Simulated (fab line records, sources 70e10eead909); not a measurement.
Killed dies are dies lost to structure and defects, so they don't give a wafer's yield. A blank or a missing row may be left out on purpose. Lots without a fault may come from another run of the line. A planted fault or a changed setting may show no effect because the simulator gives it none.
Which tool did it? | flow nand_harc | 14 lots, 42 wafers sampled, at 4 steps of a route of 1302

WHAT THE GAUGES READ, wafer by wafer
NHARC_END_WLT_00. Usual: VT_DECK1_BOTTOM 0.874, standard deviation 0.0087; VT_DECK1_BOTTOM_INNER 0.874, standard deviation 0.009; VT_DECK1_MEDIAN_NEAR_BOTTOM 0.875, standard deviation 0.0094; VT_DECK1_MEDIAN_NEAR_BOTTOM_INNER 0.874, standard deviation 0.01; VT_DECK1_MIDDLE 0.887, standard deviation 0.01; VT_DECK1_MIDDLE_INNER 0.887, standard deviation 0.0092; VT_DECK1_TOP 0.899, standard deviation 0.01; VT_DECK1_TOP_INNER 0.899, standard deviation 0.0094; VT_DECK2_BOTTOM 0.875, standard deviation 0.0076; VT_DECK2_BOTTOM_INNER 0.876, standard deviation 0.0072; VT_DECK2_MEDIAN_NEAR_BOTTOM 0.876, standard deviation 0.0075; VT_DECK2_MEDIAN_NEAR_BOTTOM_INNER 0.877, standard deviation 0.0082; VT_DECK2_MIDDLE 0.889, standard deviation 0.0073; VT_DECK2_MIDDLE_INNER 0.889, standard deviation 0.0081; VT_DECK2_TOP 0.901, standard deviation 0.0074; VT_DECK2_TOP_INNER 0.901, standard deviation 0.0073.
lot  | measured     | on        | VT_DECK1_BOTTOM   | VT_DECK1_BOTTOM_INNER | VT_DECK1_MEDIAN_NEAR_BOTTOM | VT_DECK1_MEDIAN_NEAR_BOTTOM_INNER | VT_DECK1_MIDDLE   | VT_DECK1_MIDDLE_INNER | VT_DECK1_TOP      | VT_DECK1_TOP_INNER | VT_DECK2_BOTTOM   | VT_DECK2_BOTTOM_INNER | VT_DECK2_MEDIAN_NEAR_BOTTOM | VT_DECK2_MEDIAN_NEAR_BOTTOM_INNER | VT_DECK2_MIDDLE   | VT_DECK2_MIDDLE_INNER | VT_DECK2_TOP      | VT_DECK2_TOP_INNER | flag
L800 | day 25 03:04 | prober-01 | 0.869 0.885 0.873 | 0.880 0.883 0.871     | 0.875 0.887 0.883           | 0.876 0.884 0.871                 | 0.892 0.892 0.895 | 0.890 0.895 0.885     | 0.892 0.906 0.901 | 0.907 0.909 0.913  | 0.868 0.872 0.869 | 0.867 0.867 0.869     | 0.866 0.872 0.865           | 0.872 0.876 0.872                 | 0.883 0.880 0.891 | 0.890 0.885 0.882     | 0.901 0.894 0.902 | 0.890 0.897 0.895  |
L801 | day 25 14:37 | prober-02 | 0.881 0.880 0.881 | 0.874 0.874 0.868     | 0.885 0.881 0.876           | 0.880 0.874 0.870                 | 0.891 0.892 0.882 | 0.885 0.882 0.885     | 0.893 0.899 0.906 | 0.906 0.901 0.906  | 0.883 0.895 0.886 | 0.878 0.889 0.882     | 0.887 0.893 0.888           | 0.880 0.891 0.887                 | 0.894 0.894 0.892 | 0.904 0.900 0.901     | 0.915 0.912 0.909 | 0.916 0.907 0.908  |
L802 | day 25 18:09 | prober-01 | 0.862 0.876 0.872 | 0.868 0.887 0.870     | 0.867 0.865 0.871           | 0.876 0.873 0.874                 | 0.878 0.891 0.890 | 0.883 0.893 0.892     | 0.898 0.902 0.898 | 0.901 0.894 0.899  | 0.885 0.885 0.883 | 0.879 0.885 0.889     | 0.889 0.883 0.889           | 0.885 0.894 0.895                 | 0.901 0.893 0.901 | 0.900 0.893 0.905     | 0.908 0.907 0.912 | 0.924 0.909 0.918  |
L803 | day 26 10:49 | prober-02 | 0.873 0.880 0.872 | 0.877 0.879 0.873     | 0.875 0.883 0.876           | 0.884 0.878 0.872                 | 0.889 0.885 0.893 | 0.897 0.891 0.881     | 0.906 0.901 0.904 | 0.908 0.905 0.899  | 0.881 0.891 0.894 | 0.888 0.889 0.889     | 0.883 0.890 0.887           | 0.889 0.896 0.892                 | 0.894 0.898 0.902 | 0.896 0.896 0.901     | 0.904 0.919 0.912 | 0.913 0.916 0.907  |
L804 | day 27 02:21 | prober-01 | 0.882 0.871 0.864 | 0.869 0.871 0.870     | 0.862 0.864 0.867           | 0.875 0.876 0.860                 | 0.879 0.881 0.880 | 0.883 0.885 0.886     | 0.895 0.900 0.892 | 0.906 0.890 0.898  | 0.889 0.882 0.878 | 0.885 0.872 0.887     | 0.878 0.886 0.881           | 0.884 0.884 0.889                 | 0.894 0.887 0.903 | 0.901 0.885 0.895     | 0.914 0.907 0.905 | 0.913 0.913 0.909  |
L808 | day 28 17:02 | prober-02 | 0.867 0.858 0.881 | 0.868 0.864 0.875     | 0.869 0.865 0.881           | 0.870 0.871 0.872                 | 0.881 0.886 0.888 | 0.875 0.876 0.894     | 0.898 0.890 0.901 | 0.899 0.893 0.894  | 0.875 0.871 0.885 | 0.871 0.872 0.877     | 0.873 0.866 0.871           | 0.872 0.872 0.870                 | 0.881 0.893 0.888 | 0.878 0.892 0.888     | 0.902 0.907 0.905 | 0.898 0.896 0.900  |
L809 | day 29 00:44 | prober-02 | 0.878 0.866 0.865 | 0.872 0.871 0.871     | 0.879 0.882 0.874           | 0.870 0.865 0.869                 | 0.888 0.890 0.878 | 0.886 0.888 0.886     | 0.899 0.894 0.899 | 0.904 0.897 0.891  | 0.878 0.873 0.880 | 0.878 0.870 0.876     | 0.882 0.884 0.877           | 0.885 0.865 0.884                 | 0.891 0.887 0.885 | 0.888 0.884 0.890     | 0.900 0.899 0.900 | 0.908 0.901 0.902  |
L813 | day 31 10:35 | prober-02 | 0.947 0.950 0.956 | 0.946 0.957 0.943     | 0.951 0.958 0.950           | 0.953 0.956 0.952                 | 0.959 0.965 0.964 | 0.958 0.965 0.969     | 0.985 0.986 0.984 | 0.974 0.985 0.981  | 0.873 0.869 0.875 | 0.870 0.870 0.869     | 0.864 0.870 0.868           | 0.872 0.870 0.866                 | 0.880 0.881 0.875 | 0.878 0.883 0.886     | 0.895 0.895 0.894 | 0.896 0.900 0.894  | OFF
L814 | day 31 09:35 | prober-01 | 0.957 0.943 0.942 | 0.955 0.945 0.941     | 0.947 0.947 0.945           | 0.949 0.952 0.942                 | 0.966 0.966 0.958 | 0.964 0.966 0.960     | 0.982 0.985 0.979 | 0.979 0.978 0.977  | 0.874 0.870 0.863 | 0.867 0.873 0.869     | 0.866 0.867 0.873           | 0.868 0.866 0.867                 | 0.880 0.891 0.881 | 0.886 0.875 0.885     | 0.890 0.894 0.893 | 0.889 0.891 0.895  | OFF
L815 | day 32 11:59 | prober-01 | 0.874 0.878 0.877 | 0.878 0.868 0.874     | 0.883 0.869 0.880           | 0.875 0.879 0.872                 | 0.892 0.883 0.881 | 0.892 0.884 0.885     | 0.892 0.888 0.904 | 0.899 0.902 0.903  | 0.864 0.869 0.875 | 0.871 0.881 0.874     | 0.867 0.876 0.875           | 0.876 0.879 0.873                 | 0.887 0.886 0.879 | 0.889 0.895 0.878     | 0.899 0.901 0.892 | 0.900 0.912 0.899  |
L816 | day 32 05:07 | prober-01 | 0.902 0.894 0.892 | 0.899 0.905 0.895     | 0.897 0.898 0.891           | 0.910 0.905 0.903                 | 0.927 0.921 0.905 | 0.906 0.906 0.907     | 0.923 0.920 0.917 | 0.924 0.923 0.923  | 0.873 0.873 0.873 | 0.873 0.877 0.869     | 0.875 0.881 0.878           | 0.872 0.865 0.875                 | 0.886 0.895 0.887 | 0.880 0.888 0.881     | 0.898 0.899 0.899 | 0.903 0.899 0.914  | OFF
L817 | day 33 00:34 | prober-02 | 0.876 0.876 0.888 | 0.884 0.876 0.888     | 0.889 0.876 0.873           | 0.894 0.881 0.885                 | 0.900 0.903 0.896 | 0.902 0.897 0.904     | 0.907 0.919 0.914 | 0.907 0.908 0.902  | 0.878 0.875 0.876 | 0.869 0.875 0.879     | 0.874 0.880 0.879           | 0.875 0.878 0.878                 | 0.894 0.885 0.889 | 0.885 0.890 0.887     | 0.901 0.903 0.899 | 0.900 0.910 0.900  |
L818 | day 33 08:23 | prober-01 | 0.876 0.883 0.874 | 0.877 0.876 0.877     | 0.871 0.884 0.874           | 0.871 0.882 0.867                 | 0.885 0.894 0.890 | 0.889 0.884 0.890     | 0.906 0.901 0.897 | 0.901 0.905 0.905  | 0.874 0.858 0.870 | 0.874 0.866 0.866     | 0.872 0.862 0.863           | 0.872 0.857 0.867                 | 0.886 0.883 0.884 | 0.881 0.875 0.885     | 0.894 0.883 0.893 | 0.895 0.891 0.893  |
L820 | day 34 01:38 | prober-01 | 0.868 0.867 0.862 | 0.861 0.866 0.869     | 0.860 0.871 0.869           | 0.854 0.872 0.864                 | 0.877 0.879 0.886 | 0.874 0.870 0.878     | 0.885 0.886 0.888 | 0.883 0.887 0.886  | 0.860 0.868 0.864 | 0.865 0.868 0.869     | 0.864 0.872 0.865           | 0.866 0.867 0.871                 | 0.880 0.884 0.884 | 0.878 0.881 0.878     | 0.892 0.886 0.901 | 0.902 0.890 0.891  |

WHICH TOOL RAN EACH LOT (tool, then ch and the chambers of the sampled wafers, then the start)
lot  | NHARC_A_CHANNEL_FILL_D1_CVD_18   | NHARC_THIN_TSV_DEP_47           | NHARC_THIN_TSV_PRE_CLEAN_50
L800 | lpcvd_poly-01 ch 0, day 11 03:28 | pecvd-04 ch 0,1,2, day 24 13:44 | pvd_sputter-01, day 25 03:04 or earlier
L801 | lpcvd_poly-04 ch 0, day 11 10:18 | pecvd-01 ch 0,1,2, day 25 01:15 | pvd_sputter-03, day 25 14:37 or earlier
L802 | lpcvd_poly-04 ch 0, day 11 10:18 | pecvd-01 ch 0,1,2, day 25 02:17 | pvd_sputter-03, day 25 18:09 or earlier
L803 | lpcvd_poly-02 ch 0, day 12 02:55 | pecvd-04 ch 0,1,2, day 25 21:35 | pvd_sputter-03, day 26 10:49 or earlier
L804 | lpcvd_poly-04 ch 0, day 12 20:35 | pecvd-04 ch 0,1,2, day 26 14:25 | pvd_sputter-01, day 27 02:21 or earlier
L808 | lpcvd_poly-01 ch 0, day 14 10:17 | pecvd-01 ch 0,1,2, day 28 06:50 | pvd_sputter-03, day 28 17:02 or earlier
L809 | lpcvd_poly-02 ch 0, day 14 19:42 | pecvd-02 ch 0,1,2, day 28 13:53 | pvd_sputter-01, day 29 00:44 or earlier
L813 | lpcvd_poly-02 ch 0, day 16 14:44 | pecvd-04 ch 0,1,2, day 30 22:59 | pvd_sputter-02, day 31 10:35 or earlier
L814 | lpcvd_poly-02 ch 0, day 16 14:44 | pecvd-01 ch 1,2, day 30 21:43   | pvd_sputter-01, day 31 09:35 or earlier
L815 | lpcvd_poly-01 ch 0, day 17 04:11 | pecvd-02 ch 0,1,2, day 31 18:55 | pvd_sputter-02, day 32 11:59 or earlier
L816 | lpcvd_poly-04 ch 0, day 17 18:15 | pecvd-01 ch 0,2, day 31 17:45   | pvd_sputter-03, day 32 05:07 or earlier
L817 | lpcvd_poly-04 ch 0, day 18 06:34 | pecvd-01 ch 0,1, day 32 14:05   | pvd_sputter-03, day 33 00:34 or earlier
L818 | lpcvd_poly-04 ch 0, day 18 15:37 | pecvd-01 ch 0,1,2, day 32 20:40 | pvd_sputter-03, day 33 08:23 or earlier
L820 | lpcvd_poly-01 ch 0, day 19 06:08 | pecvd-02 ch 0,2, day 33 15:39   | pvd_sputter-03, day 34 01:38 or earlier
- NHARC_A_CHANNEL_FILL_D1_CVD_18: deposits poly-Si, target thk 3 nm.
- NHARC_THIN_TSV_DEP_47: deposits SiO2, target thk 200 nm.
- NHARC_THIN_TSV_PRE_CLEAN_50: time 30 s.

WHAT THE TOOLS THEMSELVES READ (means of the sampled wafers that have a number; where no wafer has one, the mark that the record gives instead)
NHARC_THIN_TSV_DEP_47. Usual: throttle_valve_pct 15.8 %, standard deviation 0.42.
lot  | tool     | throttle_valve_pct (%) | flag
L800 | pecvd-04 | 16.0                   |
L801 | pecvd-01 | 15.7                   |
L802 | pecvd-01 | 15.5                   |
L803 | pecvd-04 | 16.1                   |
L804 | pecvd-04 | 16.1                   |
L808 | pecvd-01 | 15.8                   |
L809 | pecvd-02 | 16.0                   |
L813 | pecvd-04 | 15.9                   |
L814 | pecvd-01 | 15.5                   |
L815 | pecvd-02 | 16.3                   |
L816 | pecvd-01 | 15.9                   |
L817 | pecvd-01 | 15.6                   |
L818 | pecvd-01 | 15.5                   |
L820 | pecvd-02 | 15.9                   |

NHARC_THIN_TSV_PRE_CLEAN_50. Usual: heater_power_w 425 W, standard deviation 27.
lot  | tool           | heater_power_w (W) | flag
L800 | pvd_sputter-01 | 416                |
L801 | pvd_sputter-03 | 456                |
L802 | pvd_sputter-03 | 428                |
L803 | pvd_sputter-03 | 424                |
L804 | pvd_sputter-01 | 396                |
L808 | pvd_sputter-03 | 433                |
L809 | pvd_sputter-01 | 430                |
L813 | pvd_sputter-02 | 425                |
L814 | pvd_sputter-01 | 440                |
L815 | pvd_sputter-02 | 434                |
L816 | pvd_sputter-03 | 418                |
L817 | pvd_sputter-03 | 409                |
L818 | pvd_sputter-03 | 424                |
L820 | pvd_sputter-03 | 423                |

THE ANSWER, worked out from the rows above alone
Rule: a lot is off if the mean of its wafers that have a number lies more than 3 standard deviations from the usual mean. A lot without any number at a reading at which 4 lots or more have one is off too. The other lots that the step has rows for count as sound. The gauges are gone through in route order, then the tools' own readings, and for those a lot's mean is taken as printed above. The first step at which some lot is off is used, and at that step the reading that is off furthest; a lot without a number counts as furthest.
Off: L813, L814, at NHARC_END_WLT_00 (VT_DECK1_BOTTOM).
A tool fits if, at a process step before that reading, it ran every lot that is off, and no sound lot after the first of them. The gauges at NHARC_END_WLT_00 are tried like those tools. NHARC_THIN_TSV_PRE_CLEAN_50 gives no start for some lots, so the hours and the order of its lots are those of NHARC_END_WLT_00. One fits: lpcvd_poly-02 at NHARC_A_CHANNEL_FILL_D1_CVD_18. Its last sound lot is L809 (day 14 19:42), its first lot that is off L813 (day 16 14:44): a fault that began between those two fits.

WHAT THE SIMULATOR HAD PUT IN
Process parameter drift: lpcvd_poly-02, from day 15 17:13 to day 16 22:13, at NHARC_A_CHANNEL_FILL_D1_CVD_18. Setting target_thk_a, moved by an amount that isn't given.
Lots struck among those shown: L814, L813. The rule above found the same.
